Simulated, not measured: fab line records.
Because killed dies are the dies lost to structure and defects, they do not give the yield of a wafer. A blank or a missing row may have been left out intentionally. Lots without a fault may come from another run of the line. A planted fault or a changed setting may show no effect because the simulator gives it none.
A lot that was struck, set against a sound lot -- flow n5Finfet -- 15 steps out of a route of 1938
Sound: the wafers L622.2, L622.4, L622.6. The struck wafers were L628.1, L628.2, L628.3. At the end, the cause is stated.
Each step with rows lists, per side, the tool, then ch with its chambers, then its first start. Under that, the readings that differ: sound wafers -- struck wafers -- difference of the means -- sigmas: that difference in standard deviations of wafers without a fault.
alike: readings with means less than 2 such deviations apart, plus words and numbers identical on both sides. not compared: withheld readings, readings lacking a value on some wafer, bounds such as >300 that could conceal the same value, and numbers that have no deviation in the record and whose values overlap.
A row with sigmas, a row that says differs or no value, or rows on one side alone: a step with any of these is where the two part. Numbers that don't overlap but have no deviation are shown without sigmas and don't part them. A reading missing from all wafers of one side parts the sides only when that side holds two or more wafers.

N5_BEOL_M15_STRIP_36: strips in O2.
  sound on rieDiel-04 ch 0,3, day 13 10:11; struck on rieDiel-03 ch 0,2,3, day 15 16:37
reading,sound,struck,difference,sigmas
chamberPressureMTorr (mTorr),29.92 29.97 29.96,30.06 30.04 30.13,+0.13,+2
  alike: drypumpMotorCurrentA, oesProductAu, rfVppV, showerheadPlenumPTorr, throttleValvePct
  not compared: rfHoursCounterH
N5_BEOL_M15_STRIP_62: strips in O2.
  sound: rieDiel-04 ch 0,3; struck: rieDiel-03 ch 0,2,3
  alike: chamberPressureMTorr, drypumpMotorCurrentA, oesProductAu, rfVppV, showerheadPlenumPTorr, throttleValvePct
  not compared: rfHoursCounterH
then, 1 step without rows for these wafers: N5_BEOL_M15_STRIP_37 (strips in O2).
N5_BEOL_M15_ETCH_38: etches SiCN in CF4/N2, target depth 106.4 nm, time 120.5 s.
  sound: rieDiel-04 ch 0,3; struck: rieDiel-03 ch 0,2,3
  alike: chamberPressureMTorr, drypumpMotorCurrentA, mfcArSccm, oesProductAu, rfVppV, showerheadPlenumPTorr, throttleValvePct
  not compared: rfHoursCounterH
then, 4 steps without rows for these wafers: N5_BEOL_M15_PRECLEAN_39 (cleans in residue remover, time 60 s); N5_BEOL_M15_SRD_40 (time 30 s, dry time 30 s); N5_BEOL_M15_DEGAS_41 (time 60 s); N5_BEOL_M15_PRE_CLEAN_42 (time 30 s).
N5_BEOL_M15_SPUTTER_43: material TaN, target thk 15 nm, time 24.19 s.
  struck on pvdSputter-01, day 15 17:29; sound on pvdSputter-02, day 13 11:14
  alike: throttleValvePct
N5_BEOL_M15_SPUTTER_44: material Ta, target thk 15 nm, time 24.19 s.
  struck on pvdSputter-01, day 15 17:34; sound on pvdSputter-02, day 13 11:19
  alike: throttleValvePct
then, 2 steps without rows for these wafers: N5_BEOL_M15_SPUTTER_45 (material Cu, target thk 100 nm, time 16.67 s); N5_BEOL_M15_ECD_47 (material Cu, target thk 1860 nm).
N5_BEOL_M15_ANNEAL_48: time 90 s.
  sound on rtpAnneal-02 ch 0, day 13 11:47; struck on rtpAnneal-02 ch 0, day 15 18:00
reading,sound,struck,difference,sigmas
wafer_temp_C_max,225.56 225.64 225.69,228.67 228.59 228.86,+3.08,+11
then, 1 step without rows for these wafers: N5_BEOL_M15_CMP_49 (polishes, stops on SiO2, t overpolish 4.9 s, target thk 850 nm).
N5_PASSIVATION_PROBE_49:
  struck on prober-02, day 16 10:18; sound on prober-02, day 14 01:56
  alike: defectLimitedYield, killed_at_M0_to_M3, killed_at_M4_up, killedAtContacts, killedAtFrontEnd, killedAtOther, killedDies, killedOnRim, killedOpen, killedShort, sort_bin_5_function, sort_bin_6_memory, sortNPass, sortYieldPct

== WHERE THEY PART ==
First at N5_BEOL_M15_STRIP_36; last, within this record, at N5_BEOL_M15_ANNEAL_48. Later steps at which nothing parts them and some readings are alike: N5_PASSIVATION_PROBE_49.

WHY: what the simulator had put in
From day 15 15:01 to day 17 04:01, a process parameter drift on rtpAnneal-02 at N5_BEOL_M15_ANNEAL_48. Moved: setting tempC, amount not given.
